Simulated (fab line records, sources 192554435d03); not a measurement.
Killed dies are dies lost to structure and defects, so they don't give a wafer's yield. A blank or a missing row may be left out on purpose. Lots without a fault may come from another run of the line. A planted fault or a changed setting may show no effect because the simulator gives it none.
Split-lot experiment | flow n5_finfet | 7 lots, 21 wafers read, on a route of 1938 steps

THE SPLIT
At N5_BEOL_M6_EXPOSE_25 (exposes mask V5, target cd 40 nm), the setting dose_mj was moved away from the recipe's 45 on 6 of the 21 wafers read, by -5.7% to +4.9%. The other wafers ran this setting at the recipe's value.

FROM THE SPLIT TO THE READING: what the file shows between them, 2 steps
- N5_BEOL_M6_PEB_26: peb time 60 s
- N5_BEOL_M6_DEVELOP_27: develop time 30 s

THE READING
cd_nm, in nm, at N5_BEOL_M6_CD_MEAS_28 (target cd 40 nm). Fault-free wafers of this fab line usually give 39.96 nm, standard deviation 0.24 nm.

wafer  | tool, chamber at the split | dose_mj as run | against the recipe | cd_nm, nm | against lot-mates on the recipe
L074.2 | euv_scanner-02, 0          | 45             | recipe             | 39.94     | -
L074.3 | euv_scanner-02, 0          | 45             | recipe             | 40.01     | -
L074.6 | euv_scanner-02, 0          | 45             | recipe             | 40.22     | -
L076.1 | euv_scanner-01, 0          | 45             | recipe             | 39.98     | -
L076.4 | euv_scanner-01, 0          | 45             | recipe             | 40.06     | -
L076.6 | euv_scanner-01, 0          | 45             | recipe             | 39.88     | -
L077.1 | euv_scanner-02, 0          | 45.88          | +2.0%              | 40.55     | +0.78
L077.4 | euv_scanner-02, 0          | 45             | recipe             | 39.77     | -
L077.5 | euv_scanner-02, 0          | 45.88          | +2.0%              | 40.49     | +0.72
L081.1 | euv_scanner-01, 0          | 45             | recipe             | 40.01     | -
L081.3 | euv_scanner-01, 0          | 43.43          | -3.5%              | 39.49     | -0.61
L081.5 | euv_scanner-01, 0          | 45             | recipe             | 40.19     | -
L082.2 | euv_scanner-02, 0          | 47.2           | +4.9%              | 41.00     | +0.82
L082.4 | euv_scanner-02, 0          | 45             | recipe             | 40.18     | -
L082.5 | euv_scanner-02, 0          | 47.2           | +4.9%              | 41.05     | +0.87
L089.1 | euv_scanner-01, 0          | 45             | recipe             | 40.21     | -
L089.2 | euv_scanner-01, 0          | 45             | recipe             | 39.68     | -
L089.3 | euv_scanner-01, 0          | 42.44          | -5.7%              | 38.34     | -1.60
L090.2 | euv_scanner-02, 0          | 45             | recipe             | 40.11     | -
L090.3 | euv_scanner-02, 0          | 45             | recipe             | 39.95     | -
L090.5 | euv_scanner-02, 0          | 45             | recipe             | 40.14     | -

THE FIT
A straight line over all 21 wafers: cd_nm changes by +0.232 nm for each +1% of dose_mj; r = +0.95; the points scatter about the line by 0.18 nm.
The same after taking each lot's own level away (the mean of its wafers on the recipe; 21 wafers): +0.225 nm for each +1%; r = +0.94; scatter 0.19 nm.
On that fit, the largest move of dose_mj shifts the reading by 1.3 nm.
The lots' own levels span 39.770 to 40.180 nm, that is 1.7 times the standard deviation above.
So the lot-to-lot level changes the slope little: the two slopes agree.
Check: with one of the wafers moved furthest among these (-5.7%) left out of the fit, the line predicts -1.06 nm for it against its lot-mates. It came out at -1.6 nm against them.

THE WHOLE CHAIN: every reading that the file lists as answering this split, in the file's order
step                  | what it does                                                        | reading                                                        | change (the file's fit)               | r (the file's)
N5_BEOL_M6_CD_MEAS_28 | target cd 40 nm                                                     | cd_nm                                                          | +0.233 nm for each +1% of the setting | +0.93
N5_BEOL_M6_DESCUM_33  | chemistry O2, time 7 s                                              | BEOL_M6.cd_nm (the simulator's own value, which no gauge read) | +0.266 nm for each +1% of the setting | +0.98
N5_BEOL_M6_ETCH_66    | etches SOC in N2/H2, target depth 80 nm, overetch 16 nm, time 120 s | BEOL_M6.cd_nm (the simulator's own value, which no gauge read) | +0.234 nm for each +1% of the setting | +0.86

THE FILE'S OWN FIT
cd_nm changes by +0.233 nm for each +1% of dose_mj, r = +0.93.
